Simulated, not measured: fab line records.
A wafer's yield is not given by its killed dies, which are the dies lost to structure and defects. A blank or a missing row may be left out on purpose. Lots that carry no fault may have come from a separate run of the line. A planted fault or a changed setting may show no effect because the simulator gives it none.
fab line records    flow nandHarc
record lots=14  wafers=42  lastDay=33
route steps=1302 shown A_BONDPAD@1232 THIN_TSV@1245
lots that met no fault: taken from a fault-free run of the same line
startH: hours from the record's first day to the start of the lot's first wafer shown    waitH: hours since the lot's step before    " the same as in the row above    L1.1+2: several wafers, shown together as one row    - no value present, or no start provided    * or withheld: withheld    < > ~ a bound
route shown NAME@n: a module of which the file shows steps, and the number in the route of the first    usual: average and standard deviation across the fault-free wafers    same: alike in all rows    chamber/n: place in a boat    sites: each site's reading    _std_site: their standard deviation    _edge_site: outer sites' mean less inner sites'    radiusMm: for every site, how far away it sits from the centre of the wafer    mask NAME#n: copy n    behind: tool/chamber where the wafer was last shaped    hold: the reason the lot was held/the length of the hold in hours/how it ended    device: which transistor (n, p or np) failed to switch    end of line: tests run on the same wafers once the route is complete    step lacking rows: just its recipe    killed: not the wafer's yield, but the dies lost to structure and defects at the first sort    map: shows each die of a wafer: x if killed, . if not, _ if none is there
set.NAME: the run value of the setting; set.NAME@STEP: its run value at that earlier step    model.NAME: the simulator's own value behind a step, which no gauge read
the route's steps for a sample of lots (tables are steps, rows are wafers)
services: a tool's chamber out of use, with start hour (startH, from the record's first day; less than 0 if before it), hours out, and reason
## steps
# step NHARC_A_BONDPAD_THK_MEAS_20
# recipe thkMeasGauge=xrf
# usual thkNm=169.5/1.5
lot.wafer  tool          chamber  startH  waitH  thkNm
L609.2     filmMetro-01  -        545.24  -      167.5
L609.3     "             -        "       "      168.3
L609.5     "             -        "       "      171.3
L608.1     filmMetro-01  -        554.93  -      169.6
L608.5     "             -        "       "      173.0
L608.6     "             -        "       "      169.3
L612.1     filmMetro-01  -        569.14  -      168.8
L612.2     "             -        "       "      170.9
L612.5     "             -        "       "      168.2
L616.1     filmMetro-02  -        599.80  -      169.7
L616.2     "             -        "       "      168.8
L616.5     "             -        "       "      169.8
L615.2     filmMetro-02  -        608.75  -      169.0
L615.4     "             -        "       "      170.3
L615.6     "             -        "       "      168.1
L617.2     filmMetro-01  -        623.31  -      168.9
L617.4     "             -        "       "      170.3
L617.6     "             -        "       "      170.2
L618.3     filmMetro-01  -        629.47  -      170.8
L618.4     "             -        "       "      169.7
L618.5     "             -        "       "      169.5
L619.2     filmMetro-02  -        635.37  -      170.3
L619.4     "             -        "       "      170.4
L619.6     "             -        "       "      170.5
L620.3     filmMetro-02  -        654.58  -      169.7
L620.5     "             -        "       "      171.9
L620.6     "             -        "       "      170.2
L623.3     filmMetro-02  -        676.87  -      169.4
L623.4     "             -        "       "      169.3
L623.5     "             -        "       "      170.9
L621.2     filmMetro-01  -        680.87  -      167.2
L621.3     "             -        "       "      169.6
L621.4     "             -        "       "      167.2
L627.1     filmMetro-02  -        721.45  -      170.2
L627.2     "             -        "       "      169.6
L627.4     "             -        "       "      171.8
L629.3     filmMetro-02  -        739.94  -      168.5
L629.4     "             -        "       "      169.2
L629.6     "             -        "       "      171.0
L631.3     filmMetro-02  -        771.78  -      168.1
L631.4     "             -        "       "      169.6
L631.5     "             -        "       "      169.0
# step NHARC_THIN_TSV_CMP_01
# recipe targetThkUm=3
# usual motorCurrentA=12.0/1
lot.wafer  tool    chamber  startH  waitH  motorCurrentA
L609.3     cmp-01  0        557.45  0.6    14.0
L609.2     "       3        "       "      11.1
L609.5     "       0        "       "      12.9
L608.1     cmp-02  0        565.50  1.1    13.6
L608.5     "       1        "       "      11.1
L608.6     "       2        "       "      11.3
L612.1     cmp-01  2        581.38  1.0    11.3
L612.2     "       3        "       "      10.6
L612.5     "       2        "       "      11.7
L616.2     cmp-01  1        610.71  0.8    11.0
L616.1     "       0        "       "      13.6
L616.5     "       1        "       "      11.1
L615.4     cmp-02  2        619.86  0.4    11.7
L615.2     "       1        "       "      11.8
L615.6     "       2        "       "      11.8
L617.4     cmp-01  1        634.66  0.5    10.5
L617.2     "       2        "       "      12.0
L617.6     "       3        "       "      11.2
L618.3     cmp-03  2        640.61  0.7    11.8
L618.4     "       0        "       "      13.8
L618.5     "       2        "       "      11.5
L619.4     cmp-01  0        646.16  0.4    13.1
L619.2     "       2        "       "      11.8
L619.6     "       1        "       "      11.3
L620.3     cmp-03  2        665.72  0.6    11.4
L620.5     "       2        "       "      11.8
L620.6     "       3        "       "      11.2
L623.4     cmp-01  3        688.64  0.4    10.9
L623.3     "       1        "       "      11.1
L623.5     "       3        "       "      11.6
L621.4     cmp-01  3        691.00  0.4    10.6
L621.3     "       1        "       "      10.7
L621.2     "       2        "       "      11.3
L627.1     cmp-02  0        732.68  1.0    13.3
L627.4     "       1        "       "      11.8
L627.2     "       2        "       "      12.0
L629.3     cmp-02  2        755.31  0.6    11.9
L629.4     "       0        "       "      12.7
L629.6     "       2        "       "      11.5
L631.3     cmp-03  1        782.83  0.7    13.9
L631.4     "       2        "       "      12.0
L631.5     "       0        "       "      13.6
# step NHARC_THIN_TSV_CD_MEAS_12
# recipe targetCdNm=1000  landingEnergyEv=500
# usual cdNm=999.8/2.1
lot.wafer  tool      chamber  startH  waitH  cdNm
L609.2     cdSem-03  0        558.64  -      1002.1
L609.3     "         0        "       "      997.8
L609.5     "         0        "       "      1001.5
L608.1     cdSem-02  0        566.74  -      1000.9
L608.5     "         0        "       "      997.0
L608.6     "         0        "       "      1001.2
L612.1     cdSem-01  0        582.69  -      999.1
L612.2     "         0        "       "      997.5
L612.5     "         0        "       "      997.8
L616.1     cdSem-01  0        611.90  -      998.9
L616.2     "         0        "       "      995.1
L616.5     "         0        "       "      997.3
L615.2     cdSem-01  0        621.17  -      998.0
L615.4     "         0        "       "      999.3
L615.6     "         0        "       "      1000.0
L617.2     cdSem-03  0        635.92  -      999.8
L617.4     "         0        "       "      999.8
L617.6     "         0        "       "      999.1
L618.3     cdSem-03  0        641.91  -      997.2
L618.4     "         0        "       "      995.5
L618.5     "         0        "       "      996.9
L619.2     cdSem-02  0        647.61  -      1000.1
L619.4     "         0        "       "      1002.4
L619.6     "         0        "       "      1003.5
L620.3     cdSem-03  0        666.92  -      999.8
L620.5     "         0        "       "      1000.6
L620.6     "         0        "       "      999.8
L623.3     cdSem-02  0        689.93  -      1003.4
L623.4     "         0        "       "      999.7
L623.5     "         0        "       "      996.3
L621.2     cdSem-02  0        692.33  -      1000.4
L621.3     "         0        "       "      1003.6
L621.4     "         0        "       "      1001.0
L627.1     cdSem-02  0        734.03  -      999.9
L627.2     "         0        "       "      998.8
L627.4     "         0        "       "      1002.1
L629.3     cdSem-01  0        756.60  -      999.7
L629.4     "         0        "       "      1002.2
L629.6     "         0        "       "      1000.0
L631.3     cdSem-03  0        784.14  -      997.0
L631.4     "         0        "       "      995.9
L631.5     "         0        "       "      997.0
# step NHARC_THIN_TSV_ETCH_36
# recipe targetDepthA=650  overEtchFrac=0.3  timeS=18.571  ionEnergyEv=150  chemistry=Cl2/BCl3
# usual drypumpMotorCurrentA=5.6/0.51  oesProductAu=0.998/0.011  runLengthS=39.5/0.37
# same overEtchFrac=0.3
lot.wafer  tool         chamber  startH  waitH  drypumpMotorCurrentA  oesProductAu  rfHoursCounterH  runLengthS
L609.2     rieMetal-01  0        565.21  0.2    4.8                   0.997         2.7              39.2
L609.3     "            0        "       "      4.9                   1.008         -                39.3
L609.5     "            1        "       "      5.5                   1.000         -                40.1
L608.1     rieMetal-01  1        573.56  0.2    5.6                   1.020         3.0              39.7
L608.6     "            1        "       "      5.5                   1.023         -                39.9
L608.5     "            0        "       "      4.8                   1.009         -                39.8
L612.1     rieMetal-01  1        589.14  0.2    5.5                   0.994         0.2              39.8
L612.2     "            0        "       "      4.8                   0.990         0.2              39.5
L612.5     "            0        "       "      4.8                   0.991         -                39.4
L616.1     rieMetal-02  0        618.36  0.2    5.5                   1.003         2.8              39.2
L616.2     "            1        "       "      5.7                   1.017         2.8              39.4
L616.5     "            0        "       "      5.6                   1.000         -                39.2
L615.2     rieMetal-03  0        627.97  0.3    6.5                   0.991         -                40.3
L615.4     "            0        "       "      6.5                   0.981         -                39.9
L615.6     "            0        "       "      6.5                   0.993         -                39.9
L617.2     rieMetal-03  1        642.42  0.2    5.8                   0.983         1.5              39.8
L617.4     "            0        "       "      6.5                   0.997         -                40.0
L617.6     "            1        "       "      5.8                   0.984         -                39.6
L618.3     rieMetal-01  1        648.22  0.2    5.5                   1.002         -                39.6
L618.4     "            0        "       "      4.8                   0.992         -                39.2
L618.5     "            1        "       "      5.5                   0.997         -                39.9
L619.2     rieMetal-02  1        653.97  0.2    5.7                   1.009         0.4              38.8
L619.4     "            1        "       "      5.7                   1.000         -                39.2
L619.6     "            1        "       "      5.7                   1.002         -                38.8
L620.3     rieMetal-02  0        673.26  0.1    5.6                   1.009         -                39.4
L620.5     "            1        "       "      5.7                   1.014         -                38.9
L620.6     "            0        "       "      5.6                   1.002         -                39.3
L623.3     rieMetal-01  0        696.36  0.1    4.8                   0.983         -                39.6
L623.4     "            1        "       "      5.5                   0.994         -                39.6
L623.5     "            0        "       "      4.8                   0.989         -                39.5
L621.2     rieMetal-01  1        698.65  0.2    5.5                   0.981         2.0              40.1
L621.3     "            1        "       "      5.5                   0.989         -                39.6
L621.4     "            0        "       "      4.8                   0.987         -                39.5
L627.2     rieMetal-01  1        740.52  0.2    5.5                   0.996         3.0              40.0
L627.1     "            0        "       "      4.9                   0.984         3.0              35.4
L627.4     "            1        "       "      5.5                   0.997         -                39.9
L629.4     rieMetal-01  1        763.04  0.1    5.5                   1.004         -                40.1
L629.3     "            0        "       "      4.8                   0.995         -                35.0
L629.6     "            1        "       "      5.5                   0.996         -                39.5
L631.3     rieMetal-03  0        790.92  0.1    6.5                   1.006         -                40.2
L631.4     "            1        "       "      5.8                   0.978         -                39.8
L631.5     "            1        "       "      5.8                   0.987         -                39.5
## services
tool         chamber  startH  hours  kind
cmp-01       -        537.92  3.0    repair
cmp-02       -        539.54  3.7    repair
cmp-03       -        554.47  4.0    pm
cmp-03       -        560.49  3.3    repair
cmp-02       -        567.69  3.3    repair
cmp-03       -        573.48  0.5    repair
rieMetal-01  -        575.00  9.0    pm
rieMetal-03  -        580.86  1.5    repair
cmp-03       -        581.83  0.8    repair
cmp-02       -        585.13  0.5    repair
cmp-01       -        593.07  4.0    pm
cmp-03       -        609.17  5.5    repair
cmp-01       -        613.39  1.5    repair
cmp-02       -        623.45  0.3    repair
cmp-02       -        625.27  4.0    pm
cmp-01       -        637.12  2.2    repair
cmp-02       -        668.94  1.0    repair
cmp-01       -        691.15  4.0    pm
rieMetal-01  -        718.57  0.8    repair
cmp-02       -        723.27  4.0    pm
rieMetal-01  -        752.00  9.0    pm
cmp-02       -        781.50  2.9    repair
cmp-01       -        784.64  1.0    repair
cmp-01       -        789.15  4.0    pm
## key
firstSign step=NHARC_THIN_TSV_ETCH_36  reading=runLengthS  direction=down  sigmas=12  usual=*  struck=*
effect none on later readings
metAt NHARC_THIN_TSV_ETCH_36
struckLots L627,L629
struckWafers L627.1,L629.3
sortLeftOut L627.1,L629.3
notActingAt NHARC_A_BONDPAD_THK_MEAS_20,NHARC_THIN_TSV_CMP_01,NHARC_THIN_TSV_CD_MEAS_12
onsetBetween 698.65 740.52
fault kind=processParameterDrift  tool=rieMetal-01  chamber=0  onsetH=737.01  steps=NHARC_THIN_TSV_ETCH_36  channel=timeS  offset=*  shape=step  endH=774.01  actsIn=*  stated=*
# sortLeftOut: the simulated sort isn't trusted on such a fault, so these wafers' sort isn't shown, and their yield isn't known
